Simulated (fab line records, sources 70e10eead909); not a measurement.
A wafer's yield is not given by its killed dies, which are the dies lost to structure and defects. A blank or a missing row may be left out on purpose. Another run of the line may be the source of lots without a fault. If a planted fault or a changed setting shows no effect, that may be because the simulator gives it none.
Comparing a struck lot with a sound one / flow nand-harc / 15 out of 1302 route steps
Sound: wafers L312.1, L312.2, L312.4. Wafers L303.3, L303.5, L303.6 were the ones struck. The cause is given at the end.
For every step that has rows: the tool of each side, followed by ch and its chambers, followed by its first start. Under that, the readings that differ: sound wafers / struck wafers / difference of the means / sigmas: that difference in standard deviations of wafers without a fault.
alike: a reading whose means differ by less than 2 such deviations, as well as words and numbers matching on both sides. not compared: withheld readings; readings where some wafer has no value; bounds like >300 that might hide an equal value; numbers whose values overlap and for which the record gives no deviation.
Wherever a step has rows on one side only, a row that says differs or no value, or a row with sigmas, the two part there. When numbers do not overlap yet have no deviation, they are printed without sigmas and do not part them. Lack of a reading on every wafer of one side parts them only where that side has two or more wafers.

first, 8 steps without rows for these wafers: NHARC_THIN_TSV_DEHYDRATE_04 (time 120 s); NHARC_THIN_TSV_HMDS_05 (time 30 s); NHARC_THIN_TSV_COAT_06; NHARC_THIN_TSV_SOFTBAKE_07 (time 95 s); NHARC_THIN_TSV_EBR_08; NHARC_THIN_TSV_EXPOSE_09 (exposes mask TSV); NHARC_THIN_TSV_PEB_10 (peb time 85 s); NHARC_THIN_TSV_DEVELOP_11 (time 70 s).
NHARC_THIN_TSV_CD_MEAS_12 targets a cd of 1000 nm.
  sound on cd-sem-03 ch 0, day 29 20:07; struck on cd-sem-03 ch 0, day 27 07:49
  alike: cd-nm
then, 1 step without rows for these wafers: NHARC_THIN_TSV_HARDBAKE_13 (time 80 s).
NHARC_THIN_TSV_DESCUM_14: chemistry O2, time 3 s.
  sound on rie-diel-05 ch 1,2,3, day 29 20:17; struck on rie-diel-04 ch 0,1,3, day 27 07:59
  alike: drypump-motor-current-A, o2-flow-sccm, oes-product-au, rf-vpp-V, showerhead-plenum-p-Torr, throttle-valve-pct
  not compared: rf-hours-counter-h
NHARC_THIN_TSV_ETCH_44: etches the open film in CF4/O2, target depth 1594.2 nm, time 797.1 s.
  sound on rie-diel-05 ch 1,2,3, day 29 20:21; struck on rie-diel-04 ch 2,3, day 27 08:03
  alike: bias-w, cf4-flow-sccm, drypump-motor-current-A, o2-flow-sccm, oes-product-au, rf-vpp-V, showerhead-plenum-p-Torr, throttle-valve-pct
  not compared: rf-hours-counter-h
NHARC_THIN_TSV_ETCH_15: target depth 3000 nm, bosch target overetch cycles 2, bosch etch step 2.8 s.
  sound on rie-si-03 ch 0,1,2, day 29 20:56; struck on rie-si-03 ch 0,1,3, day 27 08:38
  no value came back on the struck wafers for bosch-cycles, bosch-dep-step-s (s), drypump-motor-current-A (A), rf-hours-counter-h (h); on the sound wafers bosch-cycles reads 14 14 14
NHARC_THIN_TSV_CD_MEAS_16:
  struck on cd-sem-03, day 27 08:46; sound on cd-sem-02, day 29 21:04
  alike: cd-nm
NHARC_END_SORT_01:
  sound on prober-02 ch 0, day 30 11:11; struck on prober-01 ch 0, day 28 00:59
reading=defect-limited-yield (%); sound=94.1; struck=0 0 0; difference=-94; sigmas=-38
reading=killed-at-array; sound=34; struck=89 74 62; difference=+41; sigmas=+2
reading=killed-at-other; sound=1; struck=588 603 615; difference=+601; sigmas=+99 or more
reading=killed-dies; sound=40; struck=677 677 677; difference=+637; sigmas=+37
reading=killed-open; sound=6; struck=1 1 2; difference=-5; sigmas=-2
reading=sort_bin_2_pct (%); sound=2.2; struck=91.4 92.3 95.1; difference=+90.7; sigmas=+82
reading=sort_bin_4_pct (%); sound=3.0; struck=7.4 6.6 4.4; difference=+3.1; sigmas=+2
reading=sort-n-pass; sound=637; struck=0 0 0; difference=-637; sigmas=-37
reading=sort-rim-yield-pct (%); sound=96; struck=0 0 0; difference=-96; sigmas=-25
reading=sort-yield-pct (%); sound=94.1; struck=0 0 0; difference=-94; sigmas=-38
  alike: killed-at-periphery, killed-short, sort_bin_3_pct

## WHERE THEY PART
At NHARC_THIN_TSV_ETCH_15 first; at NHARC_END_SORT_01 last (within this record only).

WHY: what the simulator had put in
Beginning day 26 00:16, the whole step at NHARC_THIN_TSV_ETCH_15 was skipped on rie-si-03. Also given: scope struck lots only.
